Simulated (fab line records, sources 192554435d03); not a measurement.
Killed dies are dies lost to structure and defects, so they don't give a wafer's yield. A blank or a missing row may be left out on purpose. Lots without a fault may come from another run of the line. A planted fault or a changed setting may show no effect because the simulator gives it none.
Chamber matching | flow n5_finfet | N5_BEOL_M8_ALD_77 on ald_metal-04: 4 sister chambers
The step deposits TaN, target thk 2 nm, pulse time 2 s, purge time 3 s. 4 wafers are shown with their chamber, then 8 later ones without.

WAFERS WITH THEIR CHAMBER
wafer  | chamber | heater_power_w (W)
L091.2 | 0       | 363
L091.4 | 3       | 363
L091.5 | 1       | 381
L094.2 | 2       | 373

WAFERS WITHOUT THEIR CHAMBER
wafer  | heater_power_w (W)
L094.3 | 364
L094.4 | 351
L093.1 | 360
L093.2 | 370
L093.4 | 349
L096.2 | 343
L096.3 | 363
L096.5 | 347

WHICH CHAMBER EACH WENT THROUGH
wafer  | from the rows above               | in truth
L094.3 | can't be placed: 0 or 3 or 2 or 1 | 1
L094.4 | can't be placed: 0 or 3 or 2 or 1 | 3
L093.1 | can't be placed: 0 or 3 or 2 or 1 | 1
L093.2 | can't be placed: 2 or 0 or 3 or 1 | 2
L093.4 | can't be placed: 0 or 3 or 2 or 1 | 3
L096.2 | can't be placed: 0 or 3 or 2 or 1 | 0
L096.3 | can't be placed: 0 or 3 or 2 or 1 | 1
L096.5 | can't be placed: 0 or 3 or 2 or 1 | 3
Placed correctly: 0 of 8. Can't be placed from these rows: 8 (the true chamber is among the candidates in 8). Placed wrongly: 0.
How it was worked out, from the rows above alone: a wafer's distance from a chamber is the root of the sum, over the readings, of the square of ((its reading less the chamber's mean) divided by the reading's scatter). The wafer belongs to the nearest chamber; if the next one is less than 2 further off, it can't be placed. A chamber's mean is the mean of its shown wafers. The scatter: with one shown wafer a chamber, the root of the mean of the squares of how far each hidden wafer lies from its nearest shown one.
